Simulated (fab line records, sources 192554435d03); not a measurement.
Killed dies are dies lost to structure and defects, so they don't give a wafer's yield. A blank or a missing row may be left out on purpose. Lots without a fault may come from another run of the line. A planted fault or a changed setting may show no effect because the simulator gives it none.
Split-lot experiment | flow n5_finfet | 7 lots, 21 wafers read, on a route of 1938 steps

THE SPLIT
At N5_PMOS_HMC_CHANNEL_EPI_HM_DEP_34 (deposits SiO2 from TEOS/O2, target thk 36 nm, time 6.9 s), the setting time_s was moved away from the recipe's 6.9 s on 9 of the 21 wafers read, by -13.3% to +9.7%. The other wafers ran this setting at the recipe's value.

FROM THE SPLIT TO THE READING: what the file shows between them, 9 steps
- N5_PMOS_HMC_CHANNEL_EPI_PEB_07: peb time 60 s (also split here: peb_time_s)
- N5_PMOS_HMC_CHANNEL_EPI_DEVELOP_08: develop time 30 s
- N5_PMOS_HMC_CHANNEL_EPI_CD_MEAS_09: target cd 237.4 nm
- N5_PMOS_HMC_CHANNEL_EPI_DESCUM_14: chemistry O2, time 7.9 s
- N5_PMOS_HMC_CHANNEL_EPI_ETCH_32: etches BARC in N2/H2, stops on SiO2, target depth 85.8 nm, time 50.3 s
- N5_PMOS_HMC_CHANNEL_EPI_HM_OPEN_15: chemistry CHF3/O2, target SiO2, target depth 40.6 nm, time 20.3 s
- N5_PMOS_HMC_CHANNEL_EPI_STRIP_33: strips in N2/H2
- N5_PMOS_HMC_CHANNEL_EPI_STRIP_17: strips in SPM, time 750 s
- N5_PMOS_HMC_CHANNEL_EPI_ETCH_38: etches SiO2 in CF4, target depth 1.5 nm

THE READING
SiO2_of_PMOS_HMC_CHANNEL_EPI_HM_DEP_34.thk_nm (the simulator's own value, which no gauge read), in nm, at N5_PMOS_HMC_CHANNEL_EPI_FIN_RECESS_16 (chemistry HBr/Cl2, target Si, target depth 54 nm, time 18 s). The file gives no usual value for it. The 12 wafers here that ran the recipe average 30.18 nm, standard deviation 0.5 nm.

wafer  | tool, chamber at the split | time_s as run, s | against the recipe | SiO2_of_PMOS_HMC_CHANNEL_EPI_HM_DEP_34.thk_nm, nm | against lot-mates on the recipe
L078.2 | pecvd-02, 0                | 7.562            | +9.6%              | 32.91                                             | +2.72
L078.4 | pecvd-02, 1                | 7.562            | +9.6%              | 33.99                                             | +3.80
L078.5 | pecvd-02, 2                | 6.9              | recipe             | 30.19                                             | -
L080.2 | pecvd-03, 0                | 5.983            | -13.3%             | 26.1                                              | -4.20
L080.3 | pecvd-03, 1                | 6.9              | recipe             | 29.75                                             | -
L080.6 | pecvd-03, 0                | 6.9              | recipe             | 30.84                                             | -
L083.2 | pecvd-03, 2                | 6.9              | recipe             | 30.46                                             | -
L083.4 | pecvd-03, 2                | 7.571            | +9.7%              | 33.9                                              | +3.44
L083.5 | pecvd-03, 0                | 7.571            | +9.7%              | 34.76                                             | +4.30
L085.1 | pecvd-03, 2                | 6.9              | recipe             | 29.52                                             | -
L085.4 | pecvd-03, 2                | 6.9              | recipe             | 30.43                                             | -
L085.6 | pecvd-03, 0                | 6.9              | recipe             | 31.16                                             | -
L086.4 | pecvd-02, 2                | 7.384            | +7.0%              | 32.47                                             | no lot-mate on the recipe
L086.5 | pecvd-02, 0                | 7.384            | +7.0%              | 32.75                                             | no lot-mate on the recipe
L086.6 | pecvd-02, 1                | 7.384            | +7.0%              | 33.04                                             | no lot-mate on the recipe
L091.3 | pecvd-02, 2                | 7.338            | +6.3%              | 31.5                                              | +1.32
L091.4 | pecvd-02, 1                | 6.9              | recipe             | 30.57                                             | -
L091.6 | pecvd-02, 2                | 6.9              | recipe             | 29.78                                             | -
L095.1 | pecvd-03, 1                | 6.9              | recipe             | 29.74                                             | -
L095.2 | pecvd-03, 0                | 6.9              | recipe             | 30.01                                             | -
L095.3 | pecvd-03, 2                | 6.9              | recipe             | 29.65                                             | -

THE FIT
A straight line over all 21 wafers: SiO2_of_PMOS_HMC_CHANNEL_EPI_HM_DEP_34.thk_nm changes by +0.348 nm for each +1% of time_s; r = +0.96; the points scatter about the line by 0.58 nm.
The same after taking each lot's own level away (the mean of its wafers on the recipe; 18 wafers): +0.34 nm for each +1%; r = +0.96; scatter 0.54 nm.
On that fit, the largest move of time_s shifts the reading by 4.5 nm.
The lots' own levels span 29.800 to 30.460 nm, that is 1.3 times the standard deviation above.
So the lot-to-lot level changes the slope little: the two slopes agree.
Check: with one of the wafers moved furthest among these (-13.3%) left out of the fit, the line predicts -4.76 nm for it against its lot-mates. It came out at -4.2 nm against them.

OTHER SPLITS ON THESE WAFERS
These wafers also went through other splits before the reading. Each is held against what the fit with the lots' levels taken away leaves over:
other split on the same wafers            | wafers away from the commonest value | r with SiO2_of_PMOS_HMC_CHANNEL_EPI_HM_DEP_34.thk_nm (lot level and that fit taken away)
N5_WELL_APT_EXPOSE_05 dose_mj             | 6                                    | -0.31
N5_WELL_APT_PEB_06 peb_time_s             | 5                                    | +0.03
N5_PMOS_HMC_CHANNEL_EPI_PEB_07 peb_time_s | 8                                    | +0.08

THE WHOLE CHAIN: every reading that the file lists as answering this split, in the file's order
step                                  | what it does                                                | reading                                                                                        | change (the file's fit)              | r (the file's)
N5_PMOS_HMC_CHANNEL_EPI_HM_DEP_34     | deposits SiO2 from TEOS/O2, target thk 36 nm, time 6.9 s    | SiO2_of_PMOS_HMC_CHANNEL_EPI_HM_DEP_34.thk_nm (the simulator's own value, which no gauge read) | +0.34 nm for each +1% of the setting | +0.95
N5_PMOS_HMC_CHANNEL_EPI_FIN_RECESS_16 | chemistry HBr/Cl2, target Si, target depth 54 nm, time 18 s | SiO2_of_PMOS_HMC_CHANNEL_EPI_HM_DEP_34.thk_nm (the simulator's own value, which no gauge read) | +0.33 nm for each +1% of the setting | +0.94

THE FILE'S OWN FIT
SiO2_of_PMOS_HMC_CHANNEL_EPI_HM_DEP_34.thk_nm changes by +0.33 nm for each +1% of time_s, r = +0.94.
